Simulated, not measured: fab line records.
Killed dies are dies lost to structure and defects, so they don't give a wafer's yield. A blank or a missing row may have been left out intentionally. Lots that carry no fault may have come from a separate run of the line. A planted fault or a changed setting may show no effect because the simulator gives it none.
Problem report, 8D (eight disciplines) form, completed by code / flow n5_finfet / the parts of the form that need people (team, actions taken, sign-off) are left out

== 1. PROBLEM STATEMENT ==
A mean of 91.79 C is read at N5_MOL_CONTACT_COAG_ALD_133 for susceptor_temp_C, taken on 1 wafer of 1 lot, against 100.00 C (standard deviation 0.13) on wafers free of any fault. That is -63 standard deviations from the usual mean.
The step: deposits SiO2, target thk 5 nm, pulse time 1 s, co reactant pulse time 1 s.
The first sign was on wafer L310.2 at day 7 13:40, on ald_sin-04. At this step, 27 wafers from 9 lots have a number in the record. Rule for "out" (also "out of limits"): further than 4 standard deviations from the usual mean. Any other wafer with a number is counted as sound.

== 2. WHAT IT IS, AND WHAT IT ISN'T ==
question=which readings at this step | is=susceptor_temp_C | is not=heater_power_w, precursor_pulse_height_rel
question=which lots | is=L310 | is not=L302, L304, L306, L311, L319, L322, L323, L324
question=which wafers of those lots | is=L310.2 | is not=L310.5, L310.6
question=read on which tools | is=ald_sin-04 | is not=ald_sin-01, ald_sin-02
question=when | is=from day 7 13:40 | is not=up to then (14 sound wafers); but 12 sound wafers of L319, L322, L323, L324 came after

== 3. SUSPECTS, AND WHAT RULES EACH OUT ==
Counting: if a tool at a process step up to the reading ran every lot that is out, it stays a suspect. Sound lots after the first of them don't rule it out here, since some wafers of a struck lot are sound.
- rie_diel-06 at N5_MOL_CONTACT_COAG_VIA_ETCH_46 (etches SiO2 in C4F6/O2, target depth 46 nm, overetch 9.2 nm, time 40 s): kept. The lot that is out, L310, ran on it at day 7 12:32; the last sound lot it ran before that was L306, at day 6 06:01.
- plasma_asher-02 at N5_MOL_CONTACT_COAG_STRIP_119 (strips in N2/H2, time 30 s): kept. The lot that is out, L310, ran on it at day 7 12:43; the last sound lot it ran before that was L311, at day 7 11:32.
- ald_sin-04 at N5_MOL_CONTACT_COAG_ALD_133 (deposits SiO2, target thk 5 nm, pulse time 1 s, co reactant pulse time 1 s): kept. The lot that is out, L310, ran on it at day 7 13:40; the last sound lot it ran before that was L311, at day 7 12:21. On those wafers its own readings are out: susceptor_temp_C.
- At N5_MOL_CONTACT_COAG_ALD_133, inside ald_sin-04: chamber 0 took the wafers that are out, while their sound lot-mates went through chambers 1, 2.
The count leaves rie_diel-06 at N5_MOL_CONTACT_COAG_VIA_ETCH_46, plasma_asher-02 at N5_MOL_CONTACT_COAG_STRIP_119, and ald_sin-04 at N5_MOL_CONTACT_COAG_ALD_133.

== 4. THE CAUSE (what the simulator had put in) ==
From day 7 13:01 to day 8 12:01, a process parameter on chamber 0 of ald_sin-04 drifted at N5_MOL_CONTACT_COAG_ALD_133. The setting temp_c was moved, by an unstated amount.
Counting left 3 suspects, and this tool is among them.

== 5. THE EFFECT CHAIN, in route order ==
One row per reading whose mean, taken over the struck wafers that have a number, lies over 3 standard deviations from the usual. Only readings whose record carries a usual standard deviation are examined. hours: median over the lots of the time between each lot's start at the first step of this table that gives one and its start at this step. sigmas: the change, counted in usual standard deviations.
hours=0; step=N5_MOL_CONTACT_COAG_ALD_133; reading=susceptor_temp_C; usual=100.00 C; on struck wafers=91.79; change=-8.21; sigmas=-63
Here are the process steps it includes:
- N5_MOL_CONTACT_COAG_ALD_133: deposits SiO2, target thk 5 nm, pulse time 1 s, co reactant pulse time 1 s.
Later measuring or inspecting steps at which every struck wafer that the step has a row for has a number for every such reading, and none has moved that far: N5_BEOL_M4_RC_MEAS_101.

== 6. HOW IT WOULD HAVE BEEN CAUGHT EARLIER ==
In this record the first reading out of limits was taken at day 7 13:40, 1 hour after the fault began at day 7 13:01.
